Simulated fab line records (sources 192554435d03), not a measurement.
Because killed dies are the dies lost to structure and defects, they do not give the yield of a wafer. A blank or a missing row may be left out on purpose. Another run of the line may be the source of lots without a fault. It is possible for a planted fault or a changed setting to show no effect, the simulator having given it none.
fab line records    flow n5_finfet
record: lots: 9  wafers: 27  last_day: 16
route steps=1938 shown BEOL_M0_SAQP@662 BEOL_M0_CUTY@710 BEOL_M4@1111 PASSIVATION@1936
lots untouched by any fault: they come from a run of this same line in which no faults occurred
start_h: hours from the record's opening day to when the first of the lot's shown wafers began    wait_h: hours from the lot's prior step to this one    " same as the row above    L1.1+2: one row covering several wafers at once    - value missing, or start not given    * or withheld: withheld    < > ~ a bound
route shown NAME@n: NAME is a module with steps in the file, n the number in the route of the first one    usual: mean and standard deviation over wafers with no fault    same: alike in all rows    chamber/n: place in a boat    sites: per-site readings    _std_site: standard deviation of those values    _edge_site: the outer-site mean with the inner-site mean subtracted    radius_mm: how far each site lies from the wafer's centre    mask NAME#n: copy n    behind: the most recent tool/chamber to have shaped the wafer    hold: why the lot was held/for how many hours/how that ended    device: which transistor (n, p or np) failed to switch    end of line: tests of these same wafers at the route's end    for a step that has no rows: nothing shown but its recipe    killed: dies that structure and defects cost at the first sort, which is not the same as the wafer's yield    map: a wafer's dies, marking killed ones x, the rest . and places with no die _
set.NAME: the setting as run; set.NAME@STEP: as run at that earlier step    model.NAME: the simulator's own value behind a step, which no gauge read
one table for each step of the route and one row for each wafer, over a sample of lots
services: a tool's chamber out of use, with start hour (start_h, from the record's first day; less than 0 if before it), hours out, and reason
== steps ==
step: N5_BEOL_M0_SAQP_RECESS_114
recipe: chemistry: HF/NH3  target: SiO2  target_depth_a: 144  afs_cycles: 3  temp_c: 30  sublimation_temp_c: 180  sublimation_time_s: 60
usual: drypump_motor_current_A: 5.5/0.34  sublimation_temp_c: 180.01/0.18
lot.wafer  tool           chamber  start_h  wait_h  drypump_motor_current_A  sublimation_temp_c
L201.2     vapor_etch-02  1        125.01   0.0     5.1                      179.93
L201.5     "              0        "        "       6.0                      180.17
L201.6     "              1        "        "       5.1                      179.95
L202.1     vapor_etch-02  0        128.12   0.0     6.0                      179.90
L202.2     "              1        "        "       5.1                      179.96
L202.5     "              1        "        "       5.1                      180.00
L205.2     vapor_etch-02  1        141.44   0.0     5.1                      179.95
L205.3     "              0        "        "       6.0                      179.99
L205.6     "              0        "        "       6.0                      180.31
L206.1     vapor_etch-02  0        149.66   0.0     6.0                      180.32
L206.3     "              0        "        "       6.0                      180.25
L206.6     "              0        "        "       6.0                      180.08
L207.2     vapor_etch-02  0        157.95   0.0     5.9                      179.98
L207.3     "              1        "        "       5.1                      179.85
L207.6     "              1        "        "       5.1                      179.93
L208.3     vapor_etch-02  1        164.93   0.1     5.1                      179.92
L208.4     "              0        "        "       6.0                      180.08
L208.5     "              1        "        "       5.1                      180.12
L218.1     vapor_etch-02  0        224.96   0.0     6.0                      179.76
L218.3     "              1        "        "       5.1                      180.06
L218.4     "              0        "        "       6.0                      179.69
L219.4     vapor_etch-02  0        227.82   0.1     6.0                      180.02
L219.5     "              1        "        "       5.1                      179.91
L219.6     "              0        "        "       6.0                      180.28
L220.2     vapor_etch-02  1        235.19   0.0     5.1                      180.07
L220.3     "              0        "        "       6.0                      179.89
L220.5     "              1        "        "       5.1                      180.26
step: N5_BEOL_M0_SAQP_SPACER1_ALD_98
recipe: material: SiO2  target_thk_a: 128  temp_c: 300  ald_precursor_family: BDEAS  ald_co_reactant: O2-plasma  pulse_time_s: 1  purge_time_s: 2  co_reactant_purge_time_s: 2  ald_cycles: 138  pressure_torr: 2
usual: heater_power_w: 442/51  precursor_pulse_height_rel: 0.998/0.02
lot.wafer  tool        chamber  start_h  wait_h  heater_power_w  precursor_pulse_height_rel
L201.2     ald_sin-01  3        125.41   0.3     404             1.030
L201.5     "           1        "        "       401             0.980
L201.6     "           0        "        "       405             1.005
L202.1     ald_sin-02  3        128.50   0.3     411             0.979
L202.2     "           0        "        "       526             0.989
L202.5     "           2        "        "       418             1.005
L205.2     ald_sin-02  3        141.82   0.3     419             0.986
L205.3     "           1        "        "       405             0.992
L205.6     "           3        "        "       423             1.008
L206.1     ald_sin-01  1        150.04   0.3     394             1.029
L206.3     "           3        "        "       415             0.977
L206.6     "           0        "        "       386             0.986
L207.2     ald_sin-03  3        158.33   0.3     440             1.000
L207.3     "           2        "        "       462             1.019
L207.6     "           0        "        "       417             0.996
L208.3     ald_sin-01  3        165.20   0.2     412             0.981
L208.4     "           2        "        "       562             1.002
L208.5     "           0        "        "       408             0.985
L218.1     ald_sin-03  3        225.34   0.3     430             1.012
L218.3     "           1        "        "       491             1.005
L218.4     "           1        "        "       487             1.050
L219.4     ald_sin-01  0        228.09   0.1     397             1.028
L219.5     "           3        "        "       423             0.987
L219.6     "           2        "        "       546             1.045
L220.2     ald_sin-02  3        235.58   0.3     417             1.015
L220.3     "           0        "        "       531             0.983
L220.5     "           2        "        "       409             0.983
step: N5_BEOL_M0_SAQP_CD_MEAS_40
recipe: target_cd_nm: 30  landing_energy_ev: 500  detector: se_inlens
usual: cd_nm: 29.99/0.28
lot.wafer  tool       chamber  start_h  wait_h  cd_nm
L201.2     cd_sem-01  0        128.31   -       30.49
L201.5     "          0        "        "       30.04
L201.6     "          0        "        "       30.04
L202.1     cd_sem-03  0        131.24   -       29.58
L202.2     "          0        "        "       29.91
L202.5     "          0        "        "       30.18
L205.2     cd_sem-01  0        144.95   -       30.01
L205.3     "          0        "        "       30.08
L205.6     "          0        "        "       30.40
L206.1     cd_sem-03  0        152.94   -       30.29
L206.3     "          0        "        "       30.11
L206.6     "          0        "        "       29.46
L207.2     cd_sem-01  0        161.29   -       29.77
L207.3     "          0        "        "       29.78
L207.6     "          0        "        "       29.85
L208.3     cd_sem-02  0        168.89   -       30.22
L208.4     "          0        "        "       30.09
L208.5     "          0        "        "       30.70
L218.1     cd_sem-03  0        228.29   -       29.93
L218.3     "          0        "        "       30.00
L218.4     "          0        "        "       29.36
L219.4     cd_sem-02  0        231.14   -       30.45
L219.5     "          0        "        "       30.43
L219.6     "          0        "        "       30.38
L220.2     cd_sem-02  0        238.37   -       29.62
L220.3     "          0        "        "       29.97
L220.5     "          0        "        "       29.49
step: N5_BEOL_M0_SAQP_INSPECT_42
recipe: mode: adi  inspect_instrument: brightfield
usual: raw_defect_count: 324/96
lot.wafer  tool               chamber  start_h  wait_h  raw_defect_count
L201.2     defect_inspect-02  -        128.40   0.0     376
L201.5     "                  -        "        "       283
L201.6     "                  -        "        "       309
L202.1     defect_inspect-02  -        131.33   0.1     219
L202.2     "                  -        "        "       203
L202.5     "                  -        "        "       201
L205.2     defect_inspect-01  -        145.04   0.0     307
L205.3     "                  -        "        "       269
L205.6     "                  -        "        "       212
L206.1     defect_inspect-01  -        153.03   0.1     1587
L206.3     "                  -        "        "       1494
L206.6     "                  -        "        "       1450
L207.2     defect_inspect-02  -        161.38   0.0     1400
L207.3     "                  -        "        "       1587
L207.6     "                  -        "        "       1415
L208.3     defect_inspect-02  -        168.97   0.0     1508
L208.4     "                  -        "        "       1419
L208.5     "                  -        "        "       1567
L218.1     defect_inspect-02  -        228.38   0.1     341
L218.3     "                  -        "        "       398
L218.4     "                  -        "        "       289
L219.4     defect_inspect-02  -        231.23   0.0     362
L219.5     "                  -        "        "       284
L219.6     "                  -        "        "       447
L220.2     defect_inspect-02  -        238.45   0.0     267
L220.3     "                  -        "        "       218
L220.5     "                  -        "        "       287
step: N5_BEOL_M0_SAQP_STRIP_75
recipe: chemistry: CF4  resist: SiARC  power_w: 300  bias_power_w: 75  pressure_mtorr: 50  cf4_flow_sccm: 150  rf_frequency_hz: 6e+07
usual: cf4_flow_sccm: 150.0/0.48  drypump_motor_current_A: 5.74/0.26  oes_product_au: 0.177/0.017  rf_vpp_V: 271.2/1.5  showerhead_plenum_p_Torr: 1.81/0.049  throttle_valve_pct: 13.67/0.19
lot.wafer  tool         chamber  start_h  wait_h  cf4_flow_sccm  drypump_motor_current_A  oes_product_au  rf_hours_counter_h  rf_vpp_V  showerhead_plenum_p_Torr  throttle_valve_pct
L201.2     rie_diel-06  1        129.40   0.1     150.9          5.95                     0.171           155                 272.6     1.88                      13.73
L201.5     "            0        "        "       150.8          5.84                     0.170           -                   273.0     1.82                      13.83
L201.6     "            1        "        "       150.4          5.92                     0.180           -                   271.8     1.88                      13.72
L202.1     rie_diel-05  2        132.28   0.1     150.4          5.59                     0.203           43                  271.0     1.82                      13.36
L202.2     "            0        "        "       150.1          5.83                     0.179           129                 268.5     1.75                      13.87
L202.5     "            0        "        "       149.9          5.84                     0.168           -                   269.7     1.75                      13.90
L205.2     rie_diel-05  1        145.99   0.1     149.4          5.72                     0.170           150                 271.1     1.80                      13.39
L205.3     "            3        "        "       149.7          6.13                     0.226           2                   274.7     1.90                      13.49
L205.6     "            2        "        "       149.5          5.56                     0.196           -                   271.7     1.82                      13.36
L206.1     rie_diel-06  0        155.71   0.1     150.1          5.83                     0.167           145                 270.1     1.81                      13.86
L206.3     "            2        "        "       149.5          5.53                     0.163           201                 270.7     1.79                      13.58
L206.6     "            2        "        "       151.0          5.51                     0.169           -                   269.9     1.79                      13.60
L207.2     rie_diel-06  0        162.44   0.1     150.9          5.83                     0.171           147                 271.6     1.81                      13.85
L207.3     "            3        "        "       149.9          5.79                     0.202           33                  273.1     1.82                      13.57
L207.6     "            0        "        "       151.0          5.84                     0.175           -                   270.9     1.81                      13.86
L208.3     rie_diel-06  1        169.92   0.1     150.6          5.89                     0.172           168                 272.2     1.87                      13.76
L208.4     "            2        "        "       149.6          5.54                     0.155           206                 269.7     1.78                      13.60
L208.5     "            3        "        "       150.5          5.76                     0.206           -                   271.5     1.82                      13.58
L218.1     rie_diel-03  0        229.37   0.1     149.6          5.41                     0.162           214                 272.9     1.78                      13.81
L218.3     "            3        "        "       150.3          5.25                     0.167           195                 271.2     1.79                      13.73
L218.4     "            3        "        "       150.5          5.24                     0.164           -                   270.7     1.79                      13.73
L219.4     rie_diel-06  3        232.74   0.1     149.9          5.78                     0.198           53                  271.4     1.81                      13.62
L219.5     "            0        "        "       150.1          5.83                     0.165           -                   270.8     1.81                      13.90
L219.6     "            3        "        "       150.4          5.77                     0.201           -                   272.3     1.81                      13.63
L220.2     rie_diel-05  2        239.57   0.1     149.7          5.54                     0.187           66                  271.9     1.81                      13.41
L220.3     "            3        "        "       150.0          6.10                     0.201           34                  272.7     1.89                      13.58
L220.5     "            0        "        "       150.2          5.86                     0.168           -                   268.9     1.74                      13.97
step: N5_BEOL_M0_CUTY_INSPECT_59
recipe: mode: adi  inspect_instrument: macro
usual: raw_defect_count: 2.2/1.4
lot.wafer  tool               chamber  start_h  wait_h  raw_defect_count
L201.2     defect_inspect-02  -        129.85   0.0     1
L201.5     "                  -        "        "       1
L201.6     "                  -        "        "       2
L202.1     defect_inspect-02  -        132.72   0.0     1
L202.2     "                  -        "        "       1
L202.5     "                  -        "        "       1
L205.2     defect_inspect-02  -        146.43   0.0     7
L205.3     "                  -        "        "       6
L205.6     "                  -        "        "       1
L206.1     defect_inspect-01  -        156.16   0.0     >300
L206.3     "                  -        "        "       >300
L206.6     "                  -        "        "       >300
L207.2     defect_inspect-01  -        162.90   0.0     >300
L207.3     "                  -        "        "       >300
L207.6     "                  -        "        "       >300
L208.3     defect_inspect-01  -        170.25   0.0     >300
L208.4     "                  -        "        "       >300
L208.5     "                  -        "        "       >300
L218.1     defect_inspect-02  -        229.69   0.0     2
L218.3     "                  -        "        "       2
L218.4     "                  -        "        "       5
L219.4     defect_inspect-02  -        233.19   0.0     3
L219.5     "                  -        "        "       2
L219.6     "                  -        "        "       2
L220.2     defect_inspect-01  -        240.01   0.0     3
L220.3     "                  -        "        "       3
L220.5     "                  -        "        "       2
step: N5_BEOL_M4_RC_MEAS_101
usual: DIBL_N: 36.6/2.1  DIBL_P: 36.3/2.2  IOFF_N: 0.16/0.036  IOFF_P: 0.21/0.038  ION_N: 671/12  ION_P: 460/7.5  SS_N: 71.8/0.72  SS_P: 73.3/0.72  VT_N: 250/3.2  VT_P: -250/3.5
lot.wafer  tool       chamber  start_h  wait_h  DIBL_N[mV/V]  DIBL_P[mV/V]  IOFF_N[nA/um]  IOFF_P[nA/um]  ION_N[uA/um]  ION_P[uA/um]  SS_N[mV/dec]  SS_P[mV/dec]  VT_N[mV]  VT_P[mV]
L201.2     prober-02  0        179.72   0.2     35.4          36.4          0.17           0.22           661           459           72.0          74.1          250       -251
L201.5     "          0        "        "       36.8          37.3          0.20           0.23           678           460           72.4          74.3          245       -250
L201.6     "          0        "        "       38.4          40.0          0.23           0.28           680           461           72.7          74.9          243       -248
L202.1     prober-01  0        181.14   0.0     36.6          35.8          0.18           0.21           674           458           71.9          73.5          249       -251
L202.2     "          0        "        "       34.7          33.8          0.14           0.18           670           463           71.7          73.2          250       -254
L202.5     "          0        "        "       35.2          33.3          0.14           0.17           664           452           71.7          72.9          251       -253
L205.2     prober-01  0        196.20   0.2     38.5          37.8          0.21           0.25           682           463           72.4          73.7          245       -249
L205.3     "          0        "        "       38.6          37.6          0.19           0.24           673           457           72.1          74.1          249       -250
L205.6     "          0        "        "       39.4          37.8          0.20           0.25           678           463           73.1          74.3          249       -248
L207.2     prober-01  0        209.11   0.2     35.7          35.6          0.16           0.21           674           459           71.9          73.0          248       -252
L207.3     "          0        "        "       36.0          36.6          0.16           0.23           673           462           71.8          73.2          250       -249
L207.6     "          0        "        "       35.9          36.8          0.16           0.22           673           458           72.2          73.3          249       -250
L206.1     prober-02  0        212.55   0.0     38.0          36.7          0.17           0.23           659           459           72.0          73.5          249       -247
L206.3     "          0        "        "       39.1          37.5          0.18           0.24           674           465           72.2          73.8          248       -248
L206.6     "          0        "        "       40.2          38.5          0.21           0.26           673           461           72.8          73.4          245       -247
L208.3     prober-02  0        218.80   0.3     34.4          35.1          0.13           0.19           663           456           70.9          72.4          252       -252
L208.4     "          0        "        "       35.4          35.9          0.15           0.21           678           470           71.0          73.1          249       -249
L208.5     "          0        "        "       32.6          33.4          0.11           0.16           666           461           70.7          72.5          252       -252
L218.1     prober-01  0        279.65   0.0     37.1          38.6          0.14           0.21           657           457           71.7          74.2          252       -251
L218.3     "          0        "        "       36.6          35.5          0.13           0.16           653           443           71.6          73.5          254       -257
L218.4     "          0        "        "       35.7          35.3          0.12           0.16           648           447           71.1          72.5          255       -254
L219.4     prober-02  0        283.35   0.5     37.9          37.7          0.18           0.22           672           451           71.8          73.7          250       -253
L219.5     "          0        "        "       35.5          35.2          0.14           0.19           667           457           71.7          72.5          254       -254
L219.6     "          0        "        "       36.4          36.9          0.16           0.22           682           462           71.6          73.5          249       -251
L220.2     prober-01  0        290.95   0.2     37.2          35.3          0.16           0.24           658           456           72.2          73.5          251       -246
L220.3     "          0        "        "       33.6          32.8          0.12           0.21           666           468           70.6          72.2          255       -249
L220.5     "          0        "        "       34.7          33.9          0.14           0.21           667           469           70.3          72.7          247       -246
step: N5_PASSIVATION_PROBE_49
usual: defect_limited_yield: 91.1/1.4  killed_at_M0_to_M3: 33/9.1  killed_at_M4_up: 14/5.6  killed_at_contacts: 13/5.7  killed_at_front_end: 42/12  killed_at_other: 4/3  killed_dies: 105/16  killed_on_rim: 13/4  killed_open: 69/11  killed_short: 34/7.5  sort_bin_5_function: 5.2/0.91  sort_bin_6_memory: 3.3/0.64  sort_n_pass: 1075/16  sort_yield_pct: 91.1/1.4
same: gross_dies: 1180  killed_at_back_side: 0  sort_bin_4_leakage[%]: 0  sort_bin_8_speed[%]: 0
lot.wafer  tool       chamber  start_h  wait_h  defect_limited_yield[%]  killed_at_M0_to_M3  killed_at_M4_up  killed_at_contacts  killed_at_front_end  killed_at_other  killed_dies  killed_on_rim  killed_open  killed_short  sort_bin_5_function[%]  sort_bin_6_memory[%]  sort_n_pass  sort_yield_pct[%]
L207.2     prober-02  -        309.78   0.1     83.2                     149                 10               13                  25                   1                198          32             59           24            9.9                     3.3                   982          83.2
L207.3     prober-02  -        309.83   0.1     83.4                     115                 12               16                  52                   1                196          29             69           50            9.3                     4.3                   984          83.4
L207.6     prober-02  -        309.98   0.3     84.5                     126                 3                10                  40                   4                183          36             60           40            8.3                     3.4                   997          84.5
L208.3     prober-02  -        310.98   0.1     85.1                     128                 14               11                  18                   5                176          35             63           35            8.6                     4.1                   1004         85.1
L208.4     prober-02  -        311.03   0.2     82.7                     141                 11               11                  37                   4                204          30             51           38            10.3                    3.6                   976          82.7
L208.5     prober-02  -        311.08   0.2     87.7                     102                 12               9                   22                   0                145          26             50           18            7.2                     2.5                   1035         87.7
L206.1     prober-01  -        311.01   0.2     83.2                     154                 11               10                  22                   1                198          32             56           22            9.8                     3.5                   982          83.2
L206.3     prober-01  -        311.11   0.3     84.2                     134                 7                11                  35                   0                187          24             48           30            9.7                     2.8                   993          84.2
L206.6     prober-01  -        311.26   0.4     80.5                     147                 6                8                   64                   5                230          35             73           41            11.4                    4.5                   950          80.5
killed by level:class
L207.2 BEOL_M0_SAQP:unspecified=115 MOL_CONTACT_COAG:geometric_particle:open=10 FIN_SAQP:geometric_particle:open=8 BEOL_M2:geometric_particle:open=7 STI_FIN_REVEAL:geometric_particle:open=6 BEOL_M0_SAQP:geometric_particle:short=6 BEOL_M1:geometric_particle:open=5 BEOL_M3:geometric_particle:open=5
L207.3 BEOL_M0_SAQP:unspecified=76 STI_FIN_REVEAL:geometric_particle:open=10 FIN_SAQP:geometric_particle:short=9 MOL_CONTACT_COAG:geometric_particle:open=9 FIN_SAQP:geometric_particle:open=7 MOL_CONTACT_COAG:geometric_particle:short=7 BEOL_M1:geometric_particle:open=7 BEOL_M1:geometric_particle:short=6
L207.6 BEOL_M0_SAQP:unspecified=82 FIN_SAQP:geometric_particle:short=12 FIN_SAQP:geometric_particle:open=11 BEOL_M1:geometric_particle:open=11 BEOL_M0_SAQP:geometric_particle:short=10 BEOL_M3:geometric_particle:open=10 MOL_CONTACT_COAG:geometric_particle:open=7 BEOL_M0_SAQP:geometric_particle:open=4
L208.3 BEOL_M0_SAQP:unspecified=77 BEOL_M2:geometric_particle:open=20 MOL_CONTACT_COAG:geometric_particle:open=10 BEOL_M2:geometric_particle:short=7 BEOL_M3:geometric_particle:open=7 GATE_CUT:geometric_particle:short=6 BEOL_M1:geometric_particle:short=5 BEOL_M0_SAQP:geometric_particle:short=4
L206.1 BEOL_M0_SAQP:unspecified=119 BEOL_M0_SAQP:geometric_particle:open=13 MOL_CONTACT_COAG:geometric_particle:open=8 BEOL_M0_SAQP:geometric_particle:short=8 STI_FIN_REVEAL:geometric_particle:open=5 FIN_SAQP:geometric_particle:open=4 DUMMY_GATE:geometric_particle:open=4 BEOL_M2:geometric_particle:open=4
L208.4 BEOL_M0_SAQP:unspecified=112 MOL_CONTACT_COAG:geometric_particle:open=10 STARTING-WAFER:geometric_particle:short=8 BEOL_M3:geometric_particle:open=7 BEOL_M2:geometric_particle:open=6 GATE_CUT:geometric_particle:short=5 BEOL_M0:geometric_particle:open=5 BEOL_M4:geometric_particle:open=5
L208.5 BEOL_M0_SAQP:unspecified=77 BEOL_M4:geometric_particle:open=8 MOL_CONTACT_COAG:geometric_particle:open=6 FIN_SAQP:geometric_particle:open=5 BEOL_M0_SAQP:geometric_particle:open=5 BEOL_M3:geometric_particle:open=5 BEOL_M2:geometric_particle:open=4 STI_FIN_REVEAL:geometric_particle:open=3
L206.3 BEOL_M0_SAQP:unspecified=109 FIN_SAQP:geometric_particle:short=8 BEOL_M0_SAQP:geometric_particle:open=8 MOL_CONTACT_COAG:geometric_particle:open=6 FIN_SAQP:geometric_particle:open=5 STI_FIN_REVEAL:geometric_particle:open=5 MOL_CONTACT_COAG:geometric_particle:short=5 BEOL_M1:geometric_particle:open=5
L206.6 BEOL_M0_SAQP:unspecified=116 STI_FIN_REVEAL:geometric_particle:open=23 BEOL_M0_SAQP:geometric_particle:short=10 BEOL_M0_SAQP:geometric_particle:open=10 FIN_SAQP:geometric_particle:short=9 FIN_SAQP:geometric_particle:open=8 MOL_CONTACT_COAG:geometric_particle:open=6 STI_FIN_REVEAL:geometric_particle:short=5
== services ==
tool           chamber  start_h  hours  kind
vapor_etch-02  -        104.41   0.4    repair
rie_diel-06    1        113.13   2.7    repair
rie_diel-03    2        125.25   -      clean
rie_diel-03    2        125.25   -      consumable_replace:focus_ring
rie_diel-03    2        125.25   -      consumable_replace:showerhead
rie_diel-03    2        125.25   35.9   scheduled_down
rie_diel-03    2        125.25   35.9   vent_cycle
rie_diel-05    3        126.60   -      clean
rie_diel-05    3        126.60   -      consumable_replace:focus_ring
rie_diel-05    3        126.60   -      consumable_replace:showerhead
rie_diel-05    3        126.60   13.2   scheduled_down
rie_diel-05    3        126.60   13.2   vent_cycle
ald_sin-03     0        143.95   2.6    repair
rie_diel-05    2        147.57   7.4    repair
ald_sin-01     -        179.83   6.1    pm
ald_sin-02     0        181.20   4.4    repair
ald_sin-02     -        193.37   2.7    repair
rie_diel-03    2        214.25   38.8   repair
ald_sin-03     1        238.22   2.6    repair
== key ==
first_sign: step: N5_BEOL_M0_SAQP_INSPECT_42  reading: raw_defect_count  direction: up  sigmas: 12  usual: 324  struck: 1492
effect: step: N5_BEOL_M0_CUTY_INSPECT_59  reading: raw_defect_count  direction: up  sigmas: 99+  usual: 2.2  struck: >300
effect: step: N5_PASSIVATION_PROBE_49  reading: killed_at_M0_to_M3  direction: up  sigmas: 11  usual: 33  struck: 133
more_kills_born_at: N5_BEOL_M0_SAQP_RECESS_114@vapor_etch-02: 883
met_at N5_BEOL_M0_SAQP_RECESS_114
struck_lots L206,L207,L208
not_acting_at N5_BEOL_M0_SAQP_SPACER1_ALD_98,N5_BEOL_M0_SAQP_CD_MEAS_40,N5_BEOL_M0_SAQP_STRIP_75
onset_between 141.44 149.66
fault: kind: chamber_particle_source  tool: vapor_etch-02  chamber: -  onset_h: 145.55  steps: N5_BEOL_M0_SAQP_RECESS_114  rate_per_visit_cm2: 1.8664  end_h: 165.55
